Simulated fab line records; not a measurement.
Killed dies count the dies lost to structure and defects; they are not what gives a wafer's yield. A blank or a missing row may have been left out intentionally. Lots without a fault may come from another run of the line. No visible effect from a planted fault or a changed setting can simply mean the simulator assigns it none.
fab line records | flow nand_harc | part 1 of 2: steps 1 to 28 of 35
record: lots: 5 wafers: 15 last_day: 33
route steps=1302 shown A_STAIRCASE@869 A_SGD_CUT@890
lots that met no fault: from a run of the same line without faults
start_h: the number of hours between the record's first day and the start of the first shown wafer of the lot | wait_h: hours elapsed since this lot's preceding step | " same as the row above | L1.1+2: a single row standing in for several wafers | - no value, or no start given | * or withheld: withheld | < > ~ a bound
route shown NAME@n: a module of which the file shows steps, and the number in the route of the first | usual: mean/standard deviation of fault-free wafers | same: alike in all rows | chamber/n: place in a boat | sites: the reading at each site | _std_site: standard deviation of those values | _edge_site: inner sites' mean taken away from outer sites' mean | radius_mm: for every site, how far away it sits from the centre of the wafer | mask NAME#n: copy n | behind: the last tool/chamber to shape the wafer | hold: reason for holding the lot/hours on hold/outcome of the hold | device: the transistor (n, p or np) that didn't switch | end of line: the tests these same wafers got at the end of their route | a step with no rows: only its recipe | killed: count of dies lost to structure and defects at first sort (not the wafer's yield) | map: a wafer's dies, x killed, . not, _ none there
set.NAME: the setting that was run; set.NAME@STEP: the one run at that earlier step | model.NAME: the simulator's own value behind a step, which no gauge read
certain route steps with their lots: each step a table, each wafer a row
services: a tool's chamber out of use, with start hour (start_h, from the record's first day; less than 0 if before it), hours out, and reason
== steps ==
step: NHARC_A_STAIRCASE_DESCUM_443
recipe: time_s: 3 o2_flow_sccm: 200 ar_flow_sccm: 0 bias_power_w: 0 chemistry: O2
usual: drypump_motor_current_A: 5.9/0.6 oes_product_au: 1.006/0.013 rf_vpp_V: 57.7/1 showerhead_plenum_p_Torr: 1.93/0.081 throttle_valve_pct: 11.310/0.01
columns lot.wafer tool chamber start_h wait_h drypump_motor_current_A oes_product_au rf_hours_counter_h rf_vpp_V showerhead_plenum_p_Torr throttle_valve_pct
L082.3 rie_diel-13 2 507.61 - 4.9 1.029 50 57.8 1.81 11.300
L082.2 " 1 " " 6.5 0.990 51 58.6 2.04 11.313
L082.6 " 3 " " 6.0 0.988 - 57.6 1.89 11.323
L081.2 rie_diel-04 1 516.89 - 5.8 1.009 58 58.2 1.97 11.316
L081.3 " 3 " " 5.6 1.017 51 57.1 1.98 11.291
L081.6 " 1 " " 5.9 1.004 - 59.1 1.97 11.305
L091.2 rie_diel-13 0 597.34 - 5.3 0.994 23 58.9 1.89 11.314
L091.3 " 3 " " 6.0 0.985 25 57.1 1.88 11.319
L091.6 " 1 " " 6.5 1.017 - 58.0 2.03 11.308
L092.3 rie_diel-13 1 604.99 - 6.5 1.022 25 58.6 2.03 11.313
L092.6 " 0 " " 5.3 1.017 - 56.9 1.89 11.321
L092.5 " 1 " " 6.5 1.020 - 59.9 2.03 11.302
L096.1 rie_diel-13 0 650.27 - 5.3 1.003 41 57.3 1.88 11.320
L096.4 " 1 " " 6.5 1.013 38 58.0 2.03 11.304
L096.6 " 3 " " 6.0 0.973 - 57.8 1.88 11.304
step: NHARC_A_STAIRCASE_ETCH_444
recipe: target_depth_a: 2.04e+05 time_s: 6800 c4f8_flow_sccm: 20 o2_flow_sccm: 10 ar_flow_sccm: withheld rf_w: 600 bias_w: 1000 chemistry: C4F8/O2
usual: oes_product_au: 0.936/0.018 rf_vpp_V: 808/4.6
columns lot.wafer tool chamber start_h wait_h oes_product_au rf_hours_counter_h rf_vpp_V
L082.3 rie_diel-13 3 508.22 0.6 0.920 51 807
L082.2 " 1 " " 0.913 52 813
L082.6 " 2 " " 0.945 - 801
L081.3 rie_diel-04 1 517.44 0.5 0.923 59 810
L081.2 " 3 " " 0.944 52 812
L081.6 " 1 " " 0.923 - 810
L091.3 rie_diel-13 0 597.91 0.5 0.936 24 806
L091.2 " 2 " " 0.917 25 801
L091.6 " 3 " " 0.918 - 805
L092.3 rie_diel-13 1 605.60 0.6 0.938 27 814
L092.6 " 0 607.04 2.0 0.936 - 805
L092.5 " 1 " " 0.936 - 813
L096.4 rie_diel-13 3 651.29 1.0 0.910 44 806
L096.1 " 0 " " 0.933 42 805
L096.6 " 2 " " 0.918 - 800
step: NHARC_A_STAIRCASE_STRIP_446
recipe: power_w: 1500 temp_c: 250 chemistry: O2
usual: drypump_motor_current_A: 5.8/0.5 heater_power_w: 328/39
columns lot.wafer tool chamber start_h wait_h drypump_motor_current_A heater_power_w rf_hours_counter_h
L082.2 plasma_asher-02 1 512.16 0.1 5.2 360 16
L082.3 " 1 " " 5.2 347 -
L082.6 " 1 " " 5.2 350 -
L081.2 plasma_asher-02 1 521.65 0.3 5.2 347 18
L081.3 " 0 " " 6.1 370 -
L081.6 " 1 " " 5.2 338 -
L091.2 plasma_asher-01 1 601.89 0.1 6.5 323 17
L091.3 " 0 " " 5.6 264 -
L091.6 " 1 " " 6.5 325 -
L092.3 plasma_asher-01 0 609.88 0.4 5.6 257 -
L092.6 " 1 " " 6.5 317 -
L092.5 " 0 " " 5.6 259 -
L096.1 plasma_asher-02 1 654.75 0.0 5.2 346 7
L096.4 " 0 " " 6.1 358 -
L096.6 " 1 " " 5.2 355 -
step: NHARC_A_STAIRCASE_STRIP_447
recipe: time_s: 900 temp_c: 130 chemistry: SPM
columns lot.wafer tool chamber start_h wait_h
L082.2+3+6 wet_bench-05 7,0,3 512.48 0.3
L081.2+3+6 wet_bench-09 0,1,2 521.96 0.3
L091.6+2+3 wet_bench-04 5,7,2 602.19 0.1
L092.6+5+3 wet_bench-04 6,7,2 610.09 0.1
L096.4+1+6 wet_bench-04 6,7,0 655.12 0.2
step: NHARC_A_STAIRCASE_PRECLEAN_448
recipe: time_s: * temp_c: 50 bath_age_min: 0 chemistry: SC1
columns lot.wafer tool chamber start_h wait_h
L082.2+3+6 wet_bench-05 7,0,3 - -
L081.2+3+6 wet_bench-09 0,1,2 - -
L091.6+2+3 wet_bench-04 5,7,2 - -
L092.6+5+3 wet_bench-04 6,7,2 - -
L096.4+1+6 wet_bench-04 6,7,0 - -
step: NHARC_A_STAIRCASE_SRD_449
columns lot.wafer tool chamber start_h wait_h
L082.2+3+6 wet_bench-05 7,0,3 - -
L081.2+3+6 wet_bench-09 0,1,2 - -
L091.6+2+3 wet_bench-04 5,7,2 - -
L092.6+5+3 wet_bench-04 6,7,2 - -
L096.4+1+6 wet_bench-04 6,7,0 - -
step: NHARC_A_STAIRCASE_CMP_450
recipe: target_thk_nm: 200 material: SiO2
usual: motor_current_A: 12.0/0.96
columns lot.wafer tool chamber start_h wait_h motor_current_A
L082.3 cmp-02 0 512.94 - 11.4
L082.2 " 1 " " 12.6
L082.6 " 3 " " 12.4
L081.3 cmp-02 0 522.40 - 11.5
L081.2 " 3 " " 12.5
L081.6 " 1 " " 12.3
L091.2 cmp-03 2 602.64 - 11.3
L091.3 " 1 " " 12.4
L091.6 " 2 " " 11.4
L092.3 cmp-02 3 610.56 - 12.2
L092.6 " 1 " " 11.8
L092.5 " 2 " " 11.7
L096.1 cmp-02 3 655.57 - 12.4
L096.4 " 0 " " 11.2
L096.6 " 1 " " 12.8
step: NHARC_A_STAIRCASE_CMP_152
usual: motor_current_A: 12.0/0.88
columns lot.wafer tool chamber start_h wait_h motor_current_A
L082.3 cmp-02 0 513.02 0.1 12.0
L082.2 " 1 " " 12.9
L082.6 " 3 " " 13.2
L081.3 cmp-02 0 522.48 0.1 11.9
L081.2 " 3 " " 12.7
L081.6 " 1 " " 12.8
L091.2 cmp-03 2 602.72 0.1 11.8
L091.3 " 1 " " 12.3
L091.6 " 2 " " 11.4
L092.3 cmp-02 3 610.64 0.1 12.7
L092.6 " 1 " " 12.9
L092.5 " 2 " " 11.2
L096.1 cmp-02 3 655.64 0.1 12.0
L096.4 " 0 " " 11.6
L096.6 " 1 " " 12.2
step: NHARC_A_STAIRCASE_SRD_154
columns lot.wafer tool chamber start_h wait_h
L082.6+2+3 wet_bench-05 0,1,5 513.28 0.0
L081.2+6+3 wet_bench-05 7,0,1 522.77 0.0
L091.2+6+3 wet_bench-09 7,2,4 603.00 0.0
L092.3+6+5 wet_bench-04 3,4,7 610.90 0.0
L096.6+1+4 wet_bench-09 4,7,0 655.92 0.1
step: NHARC_A_STAIRCASE_ETCH_403
recipe: target_depth_a: 1082 chemistry: dHF material: SiO2
columns lot.wafer tool chamber start_h wait_h
L082.6+2+3 wet_bench-05 0,1,5 513.30 0.0
L081.2+6+3 wet_bench-05 7,0,1 522.79 0.0
L091.2+6+3 wet_bench-09 7,2,4 603.03 0.0
L092.3+6+5 wet_bench-04 3,4,7 610.92 0.0
L096.6+1+4 wet_bench-09 4,7,0 656.02 0.1
step: NHARC_A_STAIRCASE_ETCHBACK_422
recipe: target_depth_a: 400 over_etch_frac: 0.3 time_s: 74.286 ion_energy_ev: 120 ch3f_flow_sccm: 50 o2_flow_sccm: 30 ar_flow_sccm: 200 rf_w: 500 bias_w: 100 chemistry: CH3F/O2
usual: drypump_motor_current_A: 6.0/0.6 oes_product_au: 0.96/0.037 rf_vpp_V: 244.6/1.7 showerhead_plenum_p_Torr: 2.48/0.1 throttle_valve_pct: 20.662/0.0082
columns lot.wafer tool chamber start_h wait_h drypump_motor_current_A oes_product_au rf_hours_counter_h rf_vpp_V showerhead_plenum_p_Torr throttle_valve_pct
L082.2 rie_diel-04 1 513.45 0.1 5.9 0.91 58 245.5 2.53 20.658
L082.3 " 3 " " 5.6 0.93 50 245.1 2.54 20.659
L082.6 " 2 " " 5.0 0.98 - 245.3 2.47 20.664
L081.3 rie_diel-02 1 523.04 0.2 6.6 0.92 36 242.5 2.30 20.653
L081.2 " 0 " " 6.7 0.94 35 246.6 2.62 20.656
L081.6 " 1 " " 6.6 0.92 - 241.3 2.30 20.658
L091.2 rie_diel-02 0 603.18 0.1 6.7 0.99 6 248.3 2.61 20.661
L091.3 " 2 " " 6.0 0.99 5 246.8 2.57 20.668
L091.6 " 1 " " 6.6 0.99 - 242.6 2.29 20.679
L092.3 rie_diel-13 1 611.13 0.2 6.5 1.01 30 246.5 2.60 20.672
L092.6 " 2 " " 4.9 0.99 - 241.9 2.32 20.664
L092.5 " 3 " " 6.0 0.98 - 243.3 2.42 20.650
L096.1 rie_diel-04 0 656.24 0.2 5.9 0.95 47 245.3 2.48 20.674
L096.4 " 2 " " 5.0 0.92 42 244.8 2.45 20.657
L096.6 " 3 " " 5.6 0.92 - 245.8 2.52 20.660
step: NHARC_A_STAIRCASE_ETCH_423
recipe: target_depth_a: 300 chemistry: dHF material: SiO2
columns lot.wafer tool chamber start_h wait_h
L082.2+6+3 wet_bench-05 0,1,2 513.65 0.2
L081.2+6+3 wet_bench-04 4,7,1 523.20 0.1
L091.2+3+6 wet_bench-05 5,6,7 603.35 0.2
L092.6+3+5 wet_bench-05 4,5,0 611.26 0.1
L096.4+1+6 wet_bench-09 7,1,2 656.49 0.2
step: NHARC_A_STAIRCASE_ETCHBACK_157
recipe: target_depth_a: 900 over_etch_frac: 0.3 time_s: 167.14 ion_energy_ev: 120 ch3f_flow_sccm: 50 o2_flow_sccm: 30 ar_flow_sccm: 200 rf_w: 500 bias_w: 100 chemistry: CH3F/O2
usual: drypump_motor_current_A: 5.9/0.53 oes_product_au: 0.97/0.034 rf_vpp_V: 244.8/1.4 showerhead_plenum_p_Torr: 2.49/0.086 throttle_valve_pct: 20.662/0.0092
columns lot.wafer tool chamber start_h wait_h drypump_motor_current_A oes_product_au rf_hours_counter_h rf_vpp_V showerhead_plenum_p_Torr throttle_valve_pct
L082.2 rie_diel-04 2 513.81 0.1 5.0 1.00 38 244.0 2.47 20.659
L082.3 " 0 " " 5.9 0.97 55 246.2 2.51 20.660
L082.6 " 2 " " 5.0 1.00 - 245.9 2.47 20.662
L081.2 rie_diel-04 0 523.50 0.3 5.9 1.01 60 244.6 2.50 20.659
L081.3 " 1 " " 5.8 1.00 63 245.6 2.52 20.674
L081.6 " 3 " " 5.6 1.01 - 246.8 2.54 20.666
L091.3 rie_diel-02 2 603.58 0.2 6.0 0.99 6 244.9 2.57 20.667
L091.2 " 3 " " 6.7 1.00 5 244.8 2.43 20.671
L091.6 " 0 " " 6.6 1.01 - 246.3 2.61 20.662
L092.3 rie_diel-02 3 611.44 0.2 6.7 1.00 8 244.3 2.43 20.670
L092.5 " 3 " " 6.7 1.00 - 243.3 2.43 20.658
L092.6 " 0 " " 6.7 1.01 - 244.5 2.61 20.656
L096.1 rie_diel-13 2 656.83 0.2 4.9 0.92 42 244.3 2.31 20.666
L096.4 " 3 " " 6.0 0.91 45 243.1 2.41 20.673
L096.6 " 2 " " 4.9 0.93 - 241.9 2.31 20.658
step: NHARC_A_STAIRCASE_STRIP_475
recipe: time_s: 20 o2_flow_sccm: 500 ar_flow_sccm: 0 bias_w: 0 chemistry: O2
usual: drypump_motor_current_A: 5.8/0.52 oes_product_au: 1.006/0.013 rf_vpp_V: 57.9/0.89 showerhead_plenum_p_Torr: 3.57/0.11 throttle_valve_pct: 17.036/0.0098
columns lot.wafer tool chamber start_h wait_h drypump_motor_current_A oes_product_au rf_hours_counter_h rf_vpp_V showerhead_plenum_p_Torr throttle_valve_pct
L082.3 rie_diel-04 1 - - 5.8 0.996 58 58.2 3.62 17.030
L082.2 " 3 " " 5.6 1.014 50 57.6 3.64 17.036
L082.6 " 1 " " 5.9 1.002 - 57.4 3.62 17.027
L081.2 rie_diel-04 1 - - 5.8 1.004 63 58.3 3.62 17.051
L081.3 " 2 " " 5.0 1.011 42 56.6 3.54 17.029
L081.6 " 1 " " 5.9 1.008 - 60.0 3.62 17.029
L091.2 rie_diel-02 0 - - 6.6 1.009 6 60.3 3.74 17.032
L091.3 " 1 " " 6.6 0.997 7 57.5 3.30 17.037
L091.6 " 2 " " 6.0 0.992 - 58.8 3.69 17.035
L092.3 rie_diel-02 0 - - 6.7 1.004 8 59.1 3.74 17.034
L092.5 " 0 " " 6.7 1.007 - 58.0 3.74 17.020
L092.6 " 1 " " 6.6 0.996 - 56.4 3.30 17.037
L096.4 rie_diel-13 2 - - 4.9 0.990 42 57.1 3.32 17.040
L096.1 " 0 " " 5.3 1.005 44 58.2 3.47 17.045
L096.6 " 3 " " 6.1 0.972 - 57.9 3.47 17.045
step: NHARC_A_STAIRCASE_DEP_471
recipe: target_thk_a: 1000 temp_c: 400 pressure_torr: 6.5 rf_w: 900 teos_flow_sccm: 161.4 flow_sccm: 2650 target_thk_nm: 100 gas: O2 material: SiO2
usual: heater_power_w: 572/98 throttle_valve_pct: 15.8/0.78
columns lot.wafer tool chamber start_h wait_h heater_power_w since_wet_clean_h throttle_valve_pct
L082.2 pecvd-03 1 514.12 - 601 135 16.5
L082.3 " 2 " " 617 135 16.5
L082.6 " 2 " " 610 - 16.6
L081.3 pecvd-03 2 523.96 - 594 145 16.7
L081.2 " 0 " " 586 145 16.1
L081.6 " 1 " " 622 - 16.5
L091.2 pecvd-04 1 603.82 - 472 141 15.7
L091.3 " 2 " " 639 141 16.4
L091.6 " 1 " " 478 - 15.7
L092.3 pecvd-01 2 611.75 - 711 107 14.2
L092.6 " 2 " " 728 - 14.3
L092.5 " 0 " " 629 - 16.7
L096.1 pecvd-04 1 657.14 - 428 13 14.9
L096.4 " 2 " " 676 - 16.1
L096.6 " 1 " " 442 - 15.0
step: NHARC_A_STAIRCASE_CMP_472
recipe: material: SiO2
usual: motor_current_A: 12.1/0.95
columns lot.wafer tool chamber start_h wait_h motor_current_A
L082.3 cmp-02 2 514.37 0.2 11.2
L082.2 " 1 " " 13.2
L082.6 " 3 " " 12.7
L081.2 cmp-02 1 524.23 0.2 13.0
L081.3 " 2 " " 11.0
L081.6 " 1 " " 12.9
L091.2 cmp-03 0 604.09 0.2 11.9
L091.3 " 2 " " 11.9
L091.6 " 0 " " 11.5
L092.3 cmp-04 3 612.07 0.3 13.8
L092.5 " 0 " " 14.0
L092.6 " 1 " " 11.1
L096.1 cmp-02 1 657.36 0.2 12.7
L096.4 " 3 " " 12.9
L096.6 " 1 " " 12.2
step: NHARC_A_STAIRCASE_SRD_474
columns lot.wafer tool chamber start_h wait_h
L082.6+2+3 wet_bench-09 2,4,5 514.63 0.0
L081.3+2+6 wet_bench-09 5,6,1 524.50 0.0
L091.3+2+6 wet_bench-09 4,5,6 604.36 0.0
L092.5+6+3 wet_bench-05 2,5,6 612.25 0.0
L096.6+1+4 wet_bench-05 4,6,7 657.62 0.0
step: NHARC_A_STAIRCASE_INSPECT_155
usual: raw_defect_count: 408/94
columns lot.wafer tool chamber start_h wait_h raw_defect_count
L082.2 defect_inspect-01 - 514.71 0.1 619
L082.3 " - " " 541
L082.6 " - " " 754
L081.2 defect_inspect-02 - 524.58 0.1 318
L081.3 " - " " 284
L081.6 " - " " 275
L091.2 defect_inspect-01 - 604.44 0.1 393
L091.3 " - " " 578
L091.6 " - " " 455
L092.3 defect_inspect-02 - 612.34 0.1 379
L092.5 " - " " 381
L092.6 " - " " 389
L096.1 defect_inspect-02 - 657.70 0.1 264
L096.4 " - " " 387
L096.6 " - " " 304
step: NHARC_A_SGD_CUT_DEP_00
recipe: target_thk_a: 500 temp_c: 400 target_thk_nm: 50 flow_sccm: 200 rf_w: 450 material: SiNx
usual: heater_power_w: 746/110
columns lot.wafer tool chamber start_h wait_h heater_power_w since_wet_clean_h
L082.2 pecvd-02 2 514.77 0.1 646 93
L082.3 " 1 " " 895 93
L082.6 " 2 " " 637 -
L081.2 pecvd-01 1 524.67 0.1 658 19
L081.3 " 2 " " 824 19
L081.6 " 0 " " 729 -
L091.2 pecvd-01 2 604.50 0.1 928 99
L091.3 " 0 " " 775 99
L091.6 " 1 " " 727 -
L092.3 pecvd-01 1 612.43 0.1 690 107
L092.6 " 1 " " 707 -
L092.5 " 2 " " 818 -
L096.1 pecvd-03 2 657.80 0.1 651 98
L096.6 " 1 " " 850 -
L096.4 " 2 " " 635 -
step: NHARC_A_SGD_CUT_DEHYDRATE_01
recipe: temp_c: 150 time_s: 120
columns lot.wafer tool chamber start_h wait_h
L082.2+3+6 litho_track-06 0 515.04 0.2
L081.2+3+6 litho_track-01 0 524.92 0.2
L091.2+3+6 litho_track-04 0 604.78 0.2
L092.3+5+6 litho_track-06 0 612.67 0.2
L096.1+4+6 litho_track-06 0 658.04 0.2
step: NHARC_A_SGD_CUT_HMDS_02
recipe: time_s: 30
columns lot.wafer tool chamber start_h wait_h
L082.2+3+6 litho_track-06 0 - -
L081.2+3+6 litho_track-01 0 - -
L091.2+3+6 litho_track-04 0 - -
L092.3+5+6 litho_track-06 0 - -
L096.1+4+6 litho_track-06 0 - -
step: NHARC_A_SGD_CUT_COAT_56
recipe: temp_c: 260 time_s: 75
columns lot.wafer tool chamber start_h wait_h
L082.2+3+6 litho_track-06 0 - -
L081.2+3+6 litho_track-01 0 - -
L091.2+3+6 litho_track-04 0 - -
L092.3+5+6 litho_track-06 0 - -
L096.1+4+6 litho_track-06 0 - -
step: NHARC_A_SGD_CUT_COAT_57
recipe: temp_c: 225 time_s: 65
columns lot.wafer tool chamber start_h wait_h
L082.2+3+6 litho_track-06 0 - -
L081.2+3+6 litho_track-01 0 - -
L091.2+3+6 litho_track-04 0 - -
L092.3+5+6 litho_track-06 0 - -
L096.1+4+6 litho_track-06 0 - -
step: NHARC_A_SGD_CUT_COAT_03
recipe: spin_rpm: 1500 resist_thk_nm: 90
usual: dispense_pressure_kPa: 50.8/1.1 spin_speed_rpm: 1499.9/0.92
columns lot.wafer tool chamber start_h wait_h dispense_pressure_kPa spin_speed_rpm
L082.2 litho_track-06 0 - - 49.3 1499.3
L082.3 " 0 " " 49.3 1499.7
L082.6 " 0 " " 49.3 1500.1
L081.2 litho_track-01 0 - - 51.2 1499.3
L081.3 " 0 " " 51.1 1498.5
L081.6 " 0 " " 51.1 1499.0
L091.2 litho_track-04 0 - - 52.0 1500.1
L091.3 " 0 " " 52.0 1498.9
L091.6 " 0 " " 52.0 1498.1
L092.3 litho_track-06 0 - - 49.3 1498.6
L092.5 " 0 " " 49.3 1497.8
L092.6 " 0 " " 49.3 1499.4
L096.1 litho_track-06 0 - - 49.3 1500.4
L096.4 " 0 " " 49.3 1500.1
L096.6 " 0 " " 49.3 1499.8
step: NHARC_A_SGD_CUT_SOFTBAKE_04
recipe: temp_c: 105 time_s: 55
columns lot.wafer tool chamber start_h wait_h
L082.2+3+6 litho_track-06 0 - -
L081.2+3+6 litho_track-01 0 - -
L091.2+3+6 litho_track-04 0 - -
L092.3+5+6 litho_track-06 0 - -
L096.1+4+6 litho_track-06 0 - -
step: NHARC_A_SGD_CUT_EBR_05
columns lot.wafer tool chamber start_h wait_h
L082.2+3+6 litho_track-06 0 - -
L081.2+3+6 litho_track-01 0 - -
L091.2+3+6 litho_track-04 0 - -
L092.3+5+6 litho_track-06 0 - -
L096.1+4+6 litho_track-06 0 - -
step: NHARC_A_SGD_CUT_EXPOSE_06
recipe: na: 1.35 dose_mj: 85.59 mask_id: SGD
usual: focus_offset_nm: 0.0/0.53
same: na: 1.35
columns lot.wafer tool chamber start_h wait_h mask focus_offset_nm
L082.2 arfi_scanner-03 0 515.36 - SGD#0 0.9
L082.3 " 0 " " SGD#0 0.6
L082.6 " 0 " " SGD#0 0.0
L081.2 arfi_scanner-02 0 525.23 - SGD#0 -0.2
L081.3 " 0 " " SGD#0 -0.1
L081.6 " 0 " " SGD#0 0.5
L091.2 arfi_scanner-03 0 605.10 - SGD#0 -0.3
L091.3 " 0 " " SGD#0 -0.2
L091.6 " 0 " " SGD#0 0.0
L092.3 arfi_scanner-01 0 612.99 - SGD#0 1.8
L092.5 " 0 " " SGD#0 0.6
L092.6 " 0 " " SGD#0 0.3
L096.1 arfi_scanner-03 0 658.22 - SGD#0 -1.3
L096.4 " 0 " " SGD#0 0.0
L096.6 " 0 " " SGD#0 -0.1
step: NHARC_A_SGD_CUT_PEB_07
recipe: peb_temp_c: 100 peb_time_s: 65
same: peb_time_s: 65
columns lot.wafer tool chamber start_h wait_h
L082.2+3+6 litho_track-06 0 515.42 0.1
L081.2+3+6 litho_track-04 0 525.29 0.1
L091.2+3+6 litho_track-01 0 605.15 0.1
L092.3+5+6 litho_track-04 0 613.05 0.0
L096.1+4+6 litho_track-04 0 658.28 0.1
